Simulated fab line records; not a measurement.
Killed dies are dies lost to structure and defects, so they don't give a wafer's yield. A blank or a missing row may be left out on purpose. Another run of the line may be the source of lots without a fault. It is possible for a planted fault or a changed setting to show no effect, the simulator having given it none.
Split-lot experiment	flow n5Finfet	on a route of 1938 steps: 7 lots, 21 wafers read

== ON THE SPLIT ==
At N5_BEOL_M9_ILD_DEP_00 (deposits SiCOH lowk from DEMS/porogen, target thk 308.51 nm, time 58 s), the setting timeS was moved away from the recipe's 58 s on 6 of the 21 wafers read, by +4.2% to +12.6%. This setting was run at the recipe's value on the other wafers.

== BETWEEN THE SPLIT AND THE READING: the file shows 1 step in between ==
- N5_BEOL_M9_CURE_71: cures SiCOH lowk, time 240 s

== THE READING ==
M9_ILD_THK (nm), taken at N5_BEOL_M9_THK_MEAS_01. Typical for fault-free wafers on this fab line: 268 nm, with standard deviation 3.6 nm.

wafer	tool, chamber at the split	timeS as run, s	against the recipe	M9_ILD_THK, nm	against lot-mates on the recipe
L078.4	pecvd-02, 2	58	recipe	272	-
L078.5	pecvd-02, 0	62.99	+8.6%	294	+22
L078.6	pecvd-02, 1	62.99	+8.6%	296	+24
L081.1	pecvd-02, 2	58	recipe	266	-
L081.3	pecvd-02, 0	58	recipe	268	-
L081.5	pecvd-02, 2	58	recipe	269	-
L080.1	pecvd-01, 0	58	recipe	268	-
L080.2	pecvd-01, 1	58	recipe	265	-
L080.6	pecvd-01, 2	65.28	+12.6%	306	+40
L084.2	pecvd-02, 2	58	recipe	268	-
L084.5	pecvd-02, 1	58	recipe	270	-
L084.6	pecvd-02, 2	58	recipe	271	-
L083.1	pecvd-04, 0,1	58	recipe	266	-
L083.2	pecvd-04, 0,1	58	recipe	266	-
L083.4	pecvd-04, 2	58	recipe	272	-
L088.1	pecvd-02, 1	58	recipe	265	-
L088.3	pecvd-02, 0	60.46	+4.2%	277	+12
L088.4	pecvd-02, 1	60.46	+4.2%	279	+14
L091.1	pecvd-02, 2	58	recipe	267	-
L091.4	pecvd-02, 1	58	recipe	271	-
L091.6	pecvd-02, 2	62.43	+7.6%	290	+21
When a row names more than one chamber, that row covers several wafers, and the file does not tell which wafer ran in which chamber.

FIT RESULTS
A straight line over all 21 wafers: M9_ILD_THK changes by +2.98 nm for each +1% of timeS; r = +0.98; the points scatter about the line by 2.4 nm.
The same after taking each lot's own level away (the mean of its wafers on the recipe; 21 wafers): +2.91 nm for each +1%; r = +0.99; scatter 1.9 nm.
Per that fit: largest timeS move, reading shift of 37 nm.
From 265.0 to 272.0 nm: that is the span of the lots' own levels, equal to 1.9 times the standard deviation above.
The two slopes agree, so the slope changes little with the lot-to-lot level.
Check: for one of the wafers moved furthest among these (+12.6%), held out of the fit, the line's prediction against its lot-mates is +34.5 nm. It came out at +39.5 nm against them.

== OTHER SPLITS ON THESE WAFERS ==
These wafers also went through other splits before the reading. Each is held against what the fit with the lots' levels taken away leaves over:
other split on the same wafers	wafers away from the commonest value	r with M9_ILD_THK (lot level and that fit taken away)
N5_BEOL_M8_PEB_09 pebTimeS	8	+0.24

== THE WHOLE CHAIN: every reading that the file lists as answering this split, in the file's order ==
step	what it does	reading	change (the file's fit)	r (the file's)
N5_BEOL_M9_ILD_DEP_00	deposits SiCOH lowk from DEMS/porogen, target thk 308.51 nm, time 58 s	SiCOH_lowk_of_BEOL_M9_ILD_DEP_00.thkNm (the simulator's own value, which no gauge read)	+3.32 nm for each +1% of the setting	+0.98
N5_BEOL_M9_CURE_71	cures SiCOH lowk, time 240 s	SiCOH_lowk_of_BEOL_M9_ILD_DEP_00.thkNm (the simulator's own value, which no gauge read)	+2.93 nm for each +1% of the setting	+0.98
N5_BEOL_M9_THK_MEAS_01		M9_ILD_THK	+2.97 for each +1% of the setting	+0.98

== FILE'S OWN FIT ==
M9_ILD_THK changes by +2.97 nm for each +1% of timeS, r = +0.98.
